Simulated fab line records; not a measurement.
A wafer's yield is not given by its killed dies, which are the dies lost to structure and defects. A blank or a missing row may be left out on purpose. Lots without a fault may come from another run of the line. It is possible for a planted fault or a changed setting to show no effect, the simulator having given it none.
Chamber matching    flow n5-finfet    pecvd-02 running N5_BEOL_M10_DEP_56: 3 sister chambers
The step deposits SiCN from 3MS/NH3, target thk 15 nm, time 26.5 s. 18 wafers are shown with their chamber, then 9 later ones without.

== EACH WAFER AND ITS CHAMBER ==
wafer   chamber  throttle-valve-pct (%)  showerhead-plenum-p-Torr (Torr)  chamber-pressure-Torr (Torr)
L076.1  0        9.0                     3.665                            2.998
L076.4  0        8.9                     3.653                            3.002
L076.6  1        9.4                     3.674                            2.993
L080.2  1        9.2                     3.665                            2.993
L080.3  2        7.9                     3.669                            2.994
L080.5  0        9.1                     3.654                            3.000
L079.2  2        8.1                     3.651                            3.007
L079.3  0        9.1                     3.646                            3.000
L079.4  2        8.1                     3.652                            2.995
L082.2  1        9.1                     3.675                            3.004
L082.5  0        9.2                     3.659                            3.002
L082.6  2        8.0                     3.662                            2.999
L083.2  1        9.4                     3.675                            3.004
L083.3  0        8.8                     3.653                            3.008
L083.4  1        9.3                     3.678                            3.010
L078.2  2        8.4                     3.661                            2.988
L078.4  2        8.0                     3.653                            2.997
L078.6  0        8.8                     3.645                            3.005

SIGNATURES (averages over the wafers above)
reading                   chamber 0  chamber 1  chamber 2  scatter within a chamber
throttle-valve-pct        8.986      9.280      8.083      0.156
showerhead-plenum-p-Torr  3.65357    3.67340    3.65800    0.00656
chamber-pressure-Torr     3.00214    3.00080    2.99667    0.00573
Rule: distance of a wafer from a chamber = root of the sum over the readings of ((wafer's reading minus chamber's mean) / reading's scatter) squared. The wafer belongs to the nearest chamber; if the next one is less than 2 further off, it can't be placed. How the scatter is found: for the shown wafers, subtract from each reading the mean of its chamber, square and add these, divide the total by (wafers less chambers), then take the root.

== WAFERS WITH NO CHAMBER GIVEN ==
wafer   throttle-valve-pct (%)  showerhead-plenum-p-Torr (Torr)  chamber-pressure-Torr (Torr)
L087.2  9.5                     3.675                            3.003
L087.3  9.0                     3.661                            3.000
L087.5  8.9                     3.657                            2.996
L091.1  9.0                     3.664                            3.012
L091.2  9.4                     3.673                            3.015
L091.4  8.8                     3.640                            3.011
L094.2  8.3                     3.652                            3.018
L094.3  9.2                     3.653                            3.005
L094.4  9.4                     3.676                            3.001

== CHAMBER TAKEN BY EACH ==
wafer   from the rows above      in truth
L087.2  1                        1
L087.3  can't be placed: 0 or 1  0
L087.5  0                        0
L091.1  can't be placed: 0 or 1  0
L091.2  can't be placed: 1 or 0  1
L091.4  0                        0
L094.2  can't be placed: 2 or 0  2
L094.3  can't be placed: 0 or 1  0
L094.4  1                        1
Correctly placed: 4 of 9. Unplaceable from these rows: 5, with the true chamber sitting among the candidates in 5. 0 placed wrongly.
